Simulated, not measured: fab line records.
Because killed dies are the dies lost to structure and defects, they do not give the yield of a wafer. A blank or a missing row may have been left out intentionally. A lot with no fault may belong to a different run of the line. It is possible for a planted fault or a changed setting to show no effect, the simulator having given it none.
2 desks, one fault / flow n5_finfet / numbers are kept per desk, each desk with only its own; the story behind them comes last

== METROLOGY DESK ==
Means of the sampled wafers that have a number, per lot and without regard to the tool the lot ran on: this is what the gauges read. A lot is out of limits, marked OUT, if its mean lies more than 4 standard deviations from the usual mean; the brackets give that distance. Shown here are 7 of its 13 readings, the ones lying furthest out on some lot.
Columns: A = trench_depth_nm at N5_BEOL_M3_OCD_MEAS_38, usual 55.3 nm; B = DIBL_N at N5_BEOL_M4_RC_MEAS_101, usual 37.1 mV/V; C = IOFF_P at N5_BEOL_M4_RC_MEAS_101, usual 0.23 nA/um; D = ION_N at N5_BEOL_M4_RC_MEAS_101, usual 682 uA/um; E = ION_P at N5_BEOL_M4_RC_MEAS_101, usual 468 uA/um; F = SS_N at N5_BEOL_M4_RC_MEAS_101, usual 71.9 mV/dec; G = VT_P at N5_BEOL_M4_RC_MEAS_101, usual -248 mV
lot=L571; first seen here=day 7 09:25; A=55.9; B=37.3; C=0.23; D=674; E=465; F=71.7; G=-248
lot=L574; first seen here=day 7 15:41; A=56.3; B=36.5; C=0.26; D=680; E=475; F=71.5; G=-244
lot=L573; first seen here=day 7 15:47; A=55.5; B=34.5; C=0.21; D=674; E=468; F=71.4; G=-248
lot=L580; first seen here=day 9 07:16; A=54.1; B=36.4; C=0.18; D=691; E=472; F=71.8; G=-253
lot=L581; first seen here=day 9 15:13; A=54.2; B=35.2; C=0.18; D=679; E=459; F=71.1; G=-253
lot=L582; first seen here=day 9 20:34; A=53.8; B=37.5; C=0.24; D=689; E=474; F=71.5; G=-248
lot=L583; first seen here=day 10 14:41; A=55.6; B=38.5; C=0.32; D=698; E=478; F=72.4; G=-244
lot=L590; first seen here=day 11 16:12; A=54.7; B=37.3; C=0.18; D=668; E=448; F=73.1; G=-254
lot=L592; first seen here=day 12 14:23; A=53.1; B=37.5; C=0.21; D=685; E=466; F=71.7; G=-252
lot=L594; first seen here=day 12 17:34; A=55.2; B=36.7; C=0.22; D=673; E=458; F=71.8; G=-251
This desk's finding: nothing out of limits on any of the 10 lots.

== THE TOOL OWNER'S DESK: rie_diel-02 ==
The tool's own readings at N5_BEOL_M3_TRENCH_ETCH_37 (etches SiOC in C4F6/O2, target depth 55.555 nm, time 29.2 s): means of the sampled wafers that have a number, for each lot that ran on this tool. A lot is out of limits, marked OUT, if its mean lies more than 4 standard deviations from the usual mean; the brackets give that distance.
Columns: A = bias_w at N5_BEOL_M3_TRENCH_ETCH_37, usual 185.0 W; B = chamber_pressure_mTorr at N5_BEOL_M3_TRENCH_ETCH_37, usual 29.999 mTorr; C = drypump_motor_current_A at N5_BEOL_M3_TRENCH_ETCH_37, usual 5.7 A; D = oes_product_au at N5_BEOL_M3_TRENCH_ETCH_37, usual 0.81 a.u.; E = rf_vpp_V at N5_BEOL_M3_TRENCH_ETCH_37, usual 662 V; F = showerhead_plenum_p_Torr at N5_BEOL_M3_TRENCH_ETCH_37, usual 2.87 Torr; G = throttle_valve_pct at N5_BEOL_M3_TRENCH_ETCH_37, usual 20.80 %
lot=L571; first seen here=day 7 11:17; A=185.0; B=29.994; C=5.8; D=0.89; E=658; F=3.01; G=20.50
lot=L574; first seen here=day 8 01:11; A=185.0; B=30.014; C=5.6; D=0.77; E=664; F=2.91; G=21.18
lot=L592; first seen here=day 12 17:05; A=158.8 (-56) OUT; B=29.996; C=5.8; D=0.80; E=583 (-9.0) OUT; F=3.00; G=20.51
This desk's verdict: out of limits on L592, starting with L592 at day 12 17:05 (bias_w at N5_BEOL_M3_TRENCH_ETCH_37). L571, L574: within limits.

== TAKEN TOGETHER ==
The tool owner's desk could have raised an alarm at day 12 17:05, on L592.
At the metrology desk, nothing out of limits was observed.
The metrology desk has L592 on record, within its limits.
All the named lots went through N5_BEOL_M3_TRENCH_ETCH_37 on rie_diel-02.

== WHAT THE SIMULATOR PUT IN ==
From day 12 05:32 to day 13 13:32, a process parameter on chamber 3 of rie_diel-02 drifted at N5_BEOL_M3_TRENCH_ETCH_37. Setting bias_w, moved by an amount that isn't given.
Shown lots that were struck: L592.
Each desk's first reading out of limits, in hours after the fault started: the tool owner's desk, 12.
